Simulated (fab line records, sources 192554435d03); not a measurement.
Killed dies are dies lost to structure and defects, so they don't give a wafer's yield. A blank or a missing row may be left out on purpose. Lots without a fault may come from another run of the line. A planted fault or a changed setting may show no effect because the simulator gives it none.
One fault seen from 2 desks | flow n5_finfet | each desk has only its own numbers; what lay behind them comes last
Where a reading is given only as a bound, like >300, the bound stands for it, and a mean or a difference that rests on one is marked > or <: the true number lies beyond.

THE DEFECT DESK
What the inspections along the route counted, lot by lot: means of the sampled wafers that have a number. A lot is out of limits, marked OUT, if its mean lies more than 4 standard deviations from the usual mean; the brackets give that distance.
Columns: A = raw_defect_count at N5_BEOL_M15_INSPECT_30, usual 2.1
lot  | first seen here | A
L783 | day 11 07:56    | 2.3
L785 | day 12 06:29    | 2.0
L786 | day 13 00:13    | 2.0
L791 | day 13 17:20    | >300 (+99 or more) OUT
L796 | day 14 13:38    | >300 (+99 or more) OUT
L799 | day 15 13:04    | 2.3
L800 | day 15 13:07    | 2.0
L798 | day 15 18:34    | 2.7
L803 | day 16 08:10    | 2.3
L804 | day 17 02:35    | 2.0
This desk's finding: out of limits on L791, L796; first on L791, day 13 17:20 (raw_defect_count at N5_BEOL_M15_INSPECT_30). In limits: L783, L785, L786, L799, L800, L798, L803, L804.

THE TOOL OWNER'S DESK: rie_diel-02
The tool's own readings at N5_BEOL_M15_STRIP_64 (strips in O2): means of the sampled wafers that have a number, for each lot that ran on this tool. A lot is out of limits, marked OUT, if its mean lies more than 4 standard deviations from the usual mean; the brackets give that distance.
Columns: A = drypump_motor_current_A at N5_BEOL_M15_STRIP_64, usual 5.5 A; B = oes_product_au at N5_BEOL_M15_STRIP_64, usual 0.81 a.u.; C = rf_vpp_V at N5_BEOL_M15_STRIP_64, usual 3.6 V; D = showerhead_plenum_p_Torr at N5_BEOL_M15_STRIP_64, usual 2.11 Torr; E = throttle_valve_pct at N5_BEOL_M15_STRIP_64, usual 16.56 %
lot  | first seen here | A   | B    | C   | D    | E
L785 | day 12 05:00    | 5.9 | 0.89 | 3.7 | 2.10 | 16.25
L786 | day 12 23:00    | 5.7 | 0.82 | 3.8 | 2.11 | 16.52
L791 | day 13 16:00    | 5.5 | 0.80 | 3.8 | 2.08 | 16.47
L796 | day 14 12:00    | 6.2 | 0.84 | 4.1 | 2.13 | 16.34
This desk's finding: nothing out of limits on any of the 4 lots.

PUT TOGETHER
The defect desk could have raised an alarm at day 13 17:20, on L791, L796.
The tool owner's desk saw nothing out of limits.
The tool owner's desk has L791, L796 on record, within its limits.
Of the lots named, all ran N5_BEOL_M15_STRIP_64 on rie_diel-02.

WHAT THE SIMULATOR HAD PUT IN
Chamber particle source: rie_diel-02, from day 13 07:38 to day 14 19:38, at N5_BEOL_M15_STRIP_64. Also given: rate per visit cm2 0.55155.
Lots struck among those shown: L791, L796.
Hours from the fault's start to each desk's first reading out of limits: the defect desk, 10.
